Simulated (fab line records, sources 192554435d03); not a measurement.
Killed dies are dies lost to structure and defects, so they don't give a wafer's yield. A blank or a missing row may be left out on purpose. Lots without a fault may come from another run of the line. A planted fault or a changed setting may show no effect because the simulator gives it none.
Which tool did it? | flow n5_finfet | 9 lots, 27 wafers sampled, at 6 steps of a route of 1938

WHAT THE GAUGES READ, wafer by wafer
N5_ZERO_LAYER_CD_MEAS_11: target cd 2000 nm.
lot  | measured    | on        | cd_nm (nm)
L731 | day 1 12:46 | cd_sem-02 | 2000.7 2000.7 2001.0
L738 | day 3 06:50 | cd_sem-03 | 1999.8 2000.2 2001.9
L742 | day 4 06:40 | cd_sem-03 | 1998.0 1999.6 1999.8
L746 | day 5 06:38 | cd_sem-03 | 1986.1 1987.3 1987.6
L747 | day 5 12:39 | cd_sem-03 | 1987.0 1986.1 1988.4
L748 | day 5 18:39 | cd_sem-02 | 1991.8 1993.8 1991.5
L751 | day 6 12:46 | cd_sem-03 | 2002.8 2001.1 2002.7
L752 | day 6 18:38 | cd_sem-02 | 2000.3 2003.0 1999.7
L754 | day 7 06:39 | cd_sem-03 | 1999.8 1997.9 1997.7

N5_BEOL_M4_RC_MEAS_101.
lot  | measured     | on        | DIBL_N (mV/V)  | DIBL_P (mV/V)  | IOFF_N (nA/um)    | IOFF_P (nA/um)    | ION_N (uA/um) | ION_P (uA/um) | SS_N (mV/dec)  | SS_P (mV/dec)  | VT_N (mV)         | VT_P (mV)
L731 | day 8 02:14  | prober-02 | 34.6 38.2 37.1 | 35.1 38.6 37.4 | 0.131 0.191 0.174 | 0.195 0.252 0.229 | 667 680 672   | 460 464 459   | 71.7 72.2 71.7 | 73.3 74.6 74.0 | 250.4 245.9 247.3 | -252.1 -250.6 -249.8
L738 | day 10 00:45 | prober-02 | 33.8 35.1 34.4 | 33.6 34.5 34.1 | 0.126 0.141 0.131 | 0.147 0.155 0.148 | 669 669 665   | 453 443 448   | 70.9 71.8 70.8 | 72.7 72.7 72.1 | 251.1 251.5 252.5 | -256.9 -256.8 -256.1
L742 | day 11 08:32 | prober-01 | 33.6 34.7 33.2 | 36.2 37.1 35.7 | 0.151 0.157 0.140 | 0.208 0.220 0.197 | 674 673 665   | 467 465 463   | 71.8 71.6 71.6 | 72.9 74.4 73.1 | 248.0 249.8 250.3 | -249.2 -249.0 -251.5
L746 | day 12 10:29 | prober-02 | 35.5 36.6 37.5 | 36.6 37.4 38.9 | 0.145 0.164 0.188 | 0.221 0.237 0.267 | 674 683 684   | 471 474 476   | 71.6 72.0 71.8 | 73.2 73.5 73.9 | 250.0 247.9 245.9 | -247.2 -245.8 -244.8
L747 | day 12 05:29 | prober-01 | 38.6 39.0 37.4 | 36.4 37.3 35.3 | 0.165 0.177 0.144 | 0.210 0.217 0.196 | 677 675 675   | 464 457 458   | 71.7 71.8 71.4 | 73.7 74.6 73.4 | 249.1 250.3 247.9 | -251.6 -251.7 -251.1
L748 | day 12 11:29 | prober-02 | 36.4 35.6 35.2 | 35.5 35.2 34.7 | 0.143 0.139 0.133 | 0.189 0.183 0.179 | 663 666 671   | 457 455 466   | 72.0 71.2 70.8 | 73.6 72.5 72.3 | 251.3 253.8 253.2 | -252.0 -253.8 -254.1
L751 | day 12 22:28 | prober-02 | 39.1 38.5 37.6 | 39.8 39.4 38.0 | 0.211 0.195 0.187 | 0.260 0.250 0.231 | 682 685 686   | 462 464 469   | 72.3 72.4 71.8 | 74.4 73.7 73.0 | 243.3 248.6 243.6 | -250.6 -249.5 -249.3
L752 | day 13 16:23 | prober-01 | 35.4 36.3 37.0 | 36.7 38.7 39.4 | 0.188 0.205 0.231 | 0.220 0.250 0.267 | 688 680 676   | 469 465 462   | 71.3 71.7 72.3 | 73.3 73.7 74.4 | 243.8 244.3 243.5 | -248.9 -249.2 -249.4
L754 | day 13 23:38 | prober-02 | 35.6 34.9 33.5 | 34.0 34.2 32.8 | 0.141 0.131 0.113 | 0.186 0.198 0.168 | 649 668 654   | 448 462 454   | 71.7 71.1 71.0 | 72.6 73.4 72.6 | 255.4 250.9 256.9 | -253.7 -251.9 -252.6

WHICH TOOL RAN EACH LOT (tool, then ch and the chambers of the sampled wafers, then the start)
lot  | N5_ZERO_LAYER_PECVD_02         | N5_ZERO_LAYER_EXPOSE_08          | N5_WELL_APT_DESCUM_30             | N5_PMOS_HMC_CHANNEL_EPI_HM_DEP_34
L731 | pecvd-02 ch 0,1,2, day 1 12:17 | krf_scanner-01 ch 0, day 1 12:36 | rie_diel-02 ch 2,3, day 1 17:29   | pecvd-04 ch 0,1,2, day 1 19:22
L738 | pecvd-04 ch 1,2, day 3 06:28   | krf_scanner-02 ch 0, day 3 06:39 | rie_diel-02 ch 0,2, day 3 09:07   | pecvd-04 ch 0,1,2, day 3 11:02
L742 | pecvd-01 ch 0, day 4 06:17     | krf_scanner-01 ch 0, day 4 06:29 | rie_diel-06 ch 0,1, day 4 09:38   | pecvd-01 ch 0,1, day 4 11:27
L746 | pecvd-01 ch 1,2, day 5 06:17   | krf_scanner-01 ch 0, day 5 06:28 | rie_diel-02 ch 1,3, day 5 09:09   | pecvd-04 ch 0,1,2, day 5 10:50
L747 | pecvd-04 ch 0,2, day 5 12:17   | krf_scanner-01 ch 0, day 5 12:29 | rie_diel-06 ch 2,3, day 5 14:52   | pecvd-03 ch 1,2, day 5 16:32
L748 | pecvd-01 ch 0,1, day 5 18:17   | krf_scanner-01 ch 0, day 5 18:29 | rie_diel-02 ch 0,2, day 5 21:01   | pecvd-03 ch 1,2, day 5 22:42
L751 | pecvd-02 ch 0,1,2, day 6 12:17 | krf_scanner-02 ch 0, day 6 12:35 | rie_diel-02 ch 1,2,3, day 6 15:44 | pecvd-03 ch 0,1,2, day 6 17:58
L752 | pecvd-02 ch 0,1, day 6 18:17   | krf_scanner-02 ch 0, day 6 18:28 | rie_diel-05 ch 0,1,3, day 6 20:57 | pecvd-01 ch 0,1,2, day 6 23:23
L754 | pecvd-04 ch 0,1, day 7 06:17   | krf_scanner-02 ch 0, day 7 06:29 | rie_diel-05 ch 1,3, day 7 09:15   | pecvd-01 ch 0,2, day 7 11:13
- N5_ZERO_LAYER_PECVD_02: deposits SiO2 from SiH4/N2O, target thk 10 nm, time 6 s.
- N5_ZERO_LAYER_EXPOSE_08: exposes mask ZERO, defocus 0 nm, target cd 2000 nm.
- N5_WELL_APT_DESCUM_30: chemistry O2, time 7.9 s.
- N5_PMOS_HMC_CHANNEL_EPI_HM_DEP_34: deposits SiO2 from TEOS/O2, target thk 36 nm, time 6.9 s.

WHAT THE TOOLS THEMSELVES READ (means of the sampled wafers that have a number; where no wafer has one, the mark that the record gives instead)
N5_ZERO_LAYER_PECVD_02.
lot  | tool     | heater_power_w (W) | showerhead_plenum_p_Torr (Torr) | showerhead_vpp_V (V)
L731 | pecvd-02 | 721                | 8.19                            | 1006
L738 | pecvd-04 | 970                | 8.04                            | 990
L742 | pecvd-01 | 724                | 8.19                            | 1037
L746 | pecvd-01 | 744                | 8.17                            | 1002
L747 | pecvd-04 | 967                | 8.25                            | 1035
L748 | pecvd-01 | 740                | 8.18                            | 1023
L751 | pecvd-02 | 797                | 8.17                            | 1006
L752 | pecvd-02 | 834                | 8.14                            | 982
L754 | pecvd-04 | 925                | 8.21                            | 1076

N5_ZERO_LAYER_EXPOSE_08.
lot  | tool           | exposure_dose_mJ_cm2
L731 | krf_scanner-01 | 16.216
L738 | krf_scanner-02 | 16.194
L742 | krf_scanner-01 | 16.172
L746 | krf_scanner-01 | 15.033
L747 | krf_scanner-01 | 15.267
L748 | krf_scanner-01 | 15.443
L751 | krf_scanner-02 | 16.197
L752 | krf_scanner-02 | 16.192
L754 | krf_scanner-02 | 16.204

N5_WELL_APT_DESCUM_30.
lot  | tool        | chamber_pressure_mTorr (mTorr) | drypump_motor_current_A (A) | oes_product_au (a.u.) | rf_vpp_V (V) | showerhead_plenum_p_Torr (Torr) | throttle_valve_pct (%)
L731 | rie_diel-02 | 20.009                         | 5.9                         | 0.76                  | 244.1        | 2.15                            | 20.34
L738 | rie_diel-02 | 19.994                         | 6.2                         | 0.77                  | 244.1        | 2.13                            | 20.23
L742 | rie_diel-06 | 20.011                         | 5.9                         | 0.70                  | 241.6        | 2.01                            | 20.85
L746 | rie_diel-02 | 20.000                         | 6.0                         | 0.74                  | 243.6        | 2.12                            | 20.34
L747 | rie_diel-06 | 20.013                         | 5.3                         | 0.80                  | 243.2        | 2.08                            | 20.60
L748 | rie_diel-02 | 19.998                         | 6.1                         | 0.75                  | 244.4        | 2.15                            | 20.33
L751 | rie_diel-02 | 20.001                         | 6.1                         | 0.75                  | 244.4        | 2.16                            | 20.34
L752 | rie_diel-05 | 20.008                         | 5.3                         | 0.83                  | 244.0        | 2.11                            | 20.33
L754 | rie_diel-05 | 20.010                         | 4.9                         | 0.75                  | 244.2        | 2.15                            | 20.48

N5_PMOS_HMC_CHANNEL_EPI_HM_DEP_34.
lot  | tool     | heater_power_w (W) | showerhead_plenum_p_Torr (Torr) | showerhead_vpp_V (V) | throttle_valve_pct (%)
L731 | pecvd-04 | 749                | 8.350                           | 1832                 | 17.8
L738 | pecvd-04 | 728                | 8.334                           | 1831                 | 17.7
L742 | pecvd-01 | 546                | 8.355                           | 1850                 | 19.7
L746 | pecvd-04 | 656                | 8.333                           | 1836                 | 18.0
L747 | pecvd-03 | 597                | 8.348                           | 1861                 | 20.1
L748 | pecvd-03 | 617                | 8.345                           | 1903                 | 19.2
L751 | pecvd-03 | 493                | 8.355                           | 1900                 | 19.8
L752 | pecvd-01 | 518                | 8.343                           | 1838                 | 18.6
L754 | pecvd-01 | 510                | 8.373                           | 1887                 | 18.8

THE ANSWER, worked out from the rows above alone
Rule: what is usual is taken from the lots themselves. Put in order of their means at a reading, lots are off if they are a third of the lots or fewer, leave a main group of 4 or more, and stand apart from it by a gap of 3 or more times the standard deviation of the main group's means; of several such gaps the widest counts. A main group whose means are all the same, to the digits that the tables above print for the reading, isn't used. A lot without any number at a reading at which 4 lots or more have one is off too. The other lots that the step has rows for count as sound. The gauges are gone through in route order, then the tools' own readings, and for those a lot's mean is taken as printed above. The first step at which some lot is off is used, and at that step the reading that is off furthest; a lot without a number counts as furthest.
Off: L746, L747, L748, at N5_ZERO_LAYER_CD_MEAS_11 (cd_nm). The main group: mean 2000.4 nm, standard deviation 1.2.
A tool fits if, at a process step before that reading, it ran every lot that is off, and no sound lot after the first of them. The gauges at N5_ZERO_LAYER_CD_MEAS_11 aren't tried: what is off there is off at N5_ZERO_LAYER_EXPOSE_08 too, on other tools, and a gauge's error can't cause that. One fits: krf_scanner-01 at N5_ZERO_LAYER_EXPOSE_08. Its last sound lot is L742 (day 4 06:29), its first lot that is off L746 (day 5 06:28): a fault that began between those two fits.
The tool's own readings at N5_ZERO_LAYER_EXPOSE_08 bear it out: on the lots that are off they differ by more than 5 times the standard deviation of the sound lots' means. exposure_dose_mJ_cm2 reads 15.248 there against 16.196 on the sound lots.

WHAT THE SIMULATOR HAD PUT IN
Process parameter drift: krf_scanner-01, from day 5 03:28 on, at N5_ZERO_LAYER_EXPOSE_08. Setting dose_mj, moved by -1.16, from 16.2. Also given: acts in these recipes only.
Lots struck among those shown: L746, L747, L748. The rule above found the same.
